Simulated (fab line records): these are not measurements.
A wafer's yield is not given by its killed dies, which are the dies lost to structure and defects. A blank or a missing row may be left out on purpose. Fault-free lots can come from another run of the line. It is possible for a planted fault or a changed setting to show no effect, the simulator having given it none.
Split-lot study    flow n5 finfet    7 lots, 39 wafers read, on a route of 1938 steps

ABOUT THE SPLIT
At N5_FIN_SAQP_HM_DEP_72 (deposits SiO2 from SiH4/N2O, target thk 12 nm, time 7.2 s), the setting target thk a was moved away from the recipe's 120 angstrom on 15 of the 39 wafers read, by -57.0% to +50.8%. All remaining wafers had this setting at the recipe value.

FROM THE SPLIT TO THE READING: what the file shows between them, 4 steps
- N5_FIN_SAQP_COAT_49: time 60 s, resist thk 100 nm
- N5_FIN_SAQP_COAT_50: time 60 s, resist thk 35 nm
- N5_FIN_SAQP_ETCH_52: etches SOC in N2/H2, target depth 100 nm, overetch 20 nm, time 150 s
- N5_FIN_SAQP_STRIP_53: strips in N2/H2

THE READING
etch.depth nm (the simulator's own value, which no gauge read), in nm, at N5_FIN_SAQP_HM_OPEN_73 (chemistry CHF3/O2, target SiO2, stops on a-Si, target depth 12 nm, time 16.8 s). There is no usual value for it anywhere in the file. The 24 wafers here that ran the recipe average 11.893 nm, standard deviation 0.24 nm.

wafer   tool, chamber at the split  target thk a as run, angstrom  against the recipe  etch.depth nm, nm  against lot-mates on the recipe
L075.1  pecvd-01, 1                 120                            recipe              11.89              -
L075.2  pecvd-01, 0                 51.61                          -57.0%              5.326              -6.717
L075.3  pecvd-01, 1                 51.61                          -57.0%              5.156              -6.887
L075.4  pecvd-01, 0                 120                            recipe              12.29              -
L075.5  pecvd-01, 1                 120                            recipe              11.95              -
L075.6  pecvd-01, 0                 51.61                          -57.0%              5.377              -6.666
L079.1  pecvd-02, 2                 180.9                          +50.8%              17.91              +5.783
L079.2  pecvd-02, 0                 180.9                          +50.8%              18.07              +5.943
L079.3  pecvd-02, 1                 180.9                          +50.8%              17.77              +5.643
L079.4  pecvd-02, 1                 120                            recipe              12.01              -
L079.5  pecvd-02, 2                 120                            recipe              12.12              -
L079.6  pecvd-02, 0                 120                            recipe              12.25              -
L081.1  pecvd-04, 0                 56.66                          -52.8%              5.53               -6.057
L081.2  pecvd-04, 2                 120                            recipe              11.25              -
L081.3  pecvd-04, 1                 56.66                          -52.8%              5.378              -6.209
L081.4  pecvd-04, 2                 120                            recipe              11.63              -
L081.5  pecvd-04, 0                 56.66                          -52.8%              5.55               -6.037
L081.6  pecvd-04, 1                 120                            recipe              11.88              -
L085.1  pecvd-01, 0                 85.64                          -28.6%              8.61               -3.477
L085.2  pecvd-01, 1                 85.64                          -28.6%              8.365              -3.722
L085.3  pecvd-01, 2                 120                            recipe              11.87              -
L085.4  pecvd-01, 0                 120                            recipe              12.36              -
L085.5  pecvd-01, 1                 85.64                          -28.6%              8.538              -3.549
L085.6  pecvd-01, 2                 120                            recipe              12.03              -
L087.1  pecvd-01, 1                 143.3                          +19.4%              13.89              +2.150
L087.2  pecvd-01, 2                 120                            recipe              11.57              -
L087.3  pecvd-01, 0                 143.3                          +19.4%              13.97              +2.230
L087.4  pecvd-01, 1                 143.3                          +19.4%              13.94              +2.200
L087.5  pecvd-01, 2                 120                            recipe              11.78              -
L087.6  pecvd-01, 0                 120                            recipe              11.87              -
L089.1  pecvd-04, 1                 120                            recipe              11.76              -
L089.2  pecvd-04, 2                 120                            recipe              11.68              -
L089.6  pecvd-04, 2                 120                            recipe              11.69              -
L090.1  pecvd-02, 1                 120                            recipe              11.74              -
L090.2  pecvd-02, 2                 120                            recipe              11.83              -
L090.3  pecvd-02, 0                 120                            recipe              12.12              -
L090.4  pecvd-02, 1                 120                            recipe              11.84              -
L090.5  pecvd-02, 0                 120                            recipe              12.05              -
L090.6  pecvd-02, 2                 120                            recipe              11.98              -

THE FIT
A straight line over all 39 wafers: etch.depth nm changes by +0.118 nm for each +1% of target thk a; r = +1.00; the points scatter about the line by 0.22 nm.
The same after taking each lot's own level away (the mean of its wafers on the recipe; 39 wafers): +0.117 nm for each +1%; r = +1.00; scatter 0.16 nm.
On that fit, the largest move of target thk a shifts the reading by 6.6 nm.
Measured against the standard deviation above, the lots' own levels, which go from 11.5867 to 12.1267 nm, span 2.2 times it.
The two slopes are in agreement: the lot-to-lot level therefore moves the slope only a little.
Check: with one of the wafers moved furthest among these (-57.0%) left out of the fit, the line predicts -6.68 nm for it against its lot-mates. Against them it came out at -6.72 nm.

THE WHOLE CHAIN: every reading that the file lists as answering this split, in the file's order
step                    what it does                                                                    reading                                                                             change (the file's fit)                r (the file's)
N5_FIN_SAQP_HM_DEP_72   deposits SiO2 from SiH4/N2O, target thk 12 nm, time 7.2 s                       SiO2_of_FIN_SAQP_HM_DEP_72.thk nm (the simulator's own value, which no gauge read)  +0.117 nm for each +1% of the setting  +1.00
N5_FIN_SAQP_HM_OPEN_73  chemistry CHF3/O2, target SiO2, stops on a-Si, target depth 12 nm, time 16.8 s  etch.depth nm (the simulator's own value, which no gauge read)                      +0.117 nm for each +1% of the setting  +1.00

FILE'S OWN FIT
etch.depth nm changes by +0.117 nm for each +1% of target thk a, r = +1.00.
